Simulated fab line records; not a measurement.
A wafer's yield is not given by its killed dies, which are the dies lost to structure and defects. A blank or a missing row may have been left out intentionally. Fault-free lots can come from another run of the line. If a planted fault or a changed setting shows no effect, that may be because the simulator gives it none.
Problem report, 8D (eight disciplines) form, completed by code | flow n5-finfet | the parts of the form that need people (team, actions taken, sign-off) are left out

== 1. THE ISSUE ==
rf-fwd-power-W at N5_SD_EPI_P_ETCH_37 reads a mean of 3714 W on 6 wafers of 2 lots; wafers without a fault read 2997 W with a standard deviation of 9.7. That puts it +74 standard deviations away from the usual mean.
The step: etches SOC in N2/H2, overetch 108 nm, time 486 s.
Earliest sighting: wafer L678.1 on rie-diel-05 at day 5 05:25. At this step, 12 wafers from 4 lots have a number in the record. Rule for "out" (also "out of limits"): further than 4 standard deviations from the usual mean. The rest of the wafers with a number are treated as sound.

== 2. WHAT IT IS, AND WHAT IT ISN'T ==
question                    | is                       | is not
which readings at this step | rf-fwd-power-W, rf-vpp-V | drypump-motor-current-A, oes-product-au, showerhead-plenum-p-Torr, throttle-valve-pct
which lots                  | L678, L679               | L684, L692
which wafers of those lots  | all that have a number   | -
read on which tools         | rie-diel-05              | rie-diel-04
when                        | from day 5 05:25         | up to then (0 sound wafers); but 6 sound wafers of L684, L692 came after

== 3. THE SUSPECTS, EACH WITH WHAT RULES IT OUT ==
Counting: any tool at a process step up to the reading is kept as a suspect provided that every lot that is out went through it and no sound lot did after the first of them.
- rie-diel-05 at N5_SD_EPI_P_ETCH_37 (etches SOC in N2/H2, overetch 108 nm, time 486 s): ruled out as a lasting fault. After its first lot that is out, L678 (day 5 05:25), sound lots L692 ran on it.
Left after counting: nothing in the record.

== 4. THE CAUSE (what the simulator had put in) ==
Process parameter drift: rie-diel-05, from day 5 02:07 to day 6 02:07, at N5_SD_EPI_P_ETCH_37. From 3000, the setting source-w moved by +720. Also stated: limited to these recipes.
Counting ruled it out, wrongly.

== 5. THE EFFECT CHAIN, in route order ==
Each row: a reading whose mean over the struck wafers that have a number lies more than 3 standard deviations from the usual. Only readings for which the record gives a usual standard deviation are gone through. hours: the time from each lot's start at the first step in this table that gives one to its start at this step, as a median over the lots. sigmas: the change in usual standard deviations.
hours | step                | reading        | usual   | on struck wafers | change | sigmas
0     | N5_SD_EPI_P_ETCH_37 | rf-fwd-power-W | 2997 W  | 3714             | +717   | +74
0     | N5_SD_EPI_P_ETCH_37 | rf-vpp-V       | 241.4 V | 224.1            | -17.3  | -12
Its process steps:
- N5_SD_EPI_P_ETCH_37: etches SOC in N2/H2, overetch 108 nm, time 486 s.
Later measuring or inspecting steps at which every struck wafer that the step has a row for has a number for every such reading, and none has moved that far: N5_BEOL_M4_RC_MEAS_101.

== 6. HOW IT WOULD HAVE BEEN CAUGHT EARLIER ==
3 hours passed between the start of the fault at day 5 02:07 and the first reading out of limits in this record, taken at day 5 05:25.
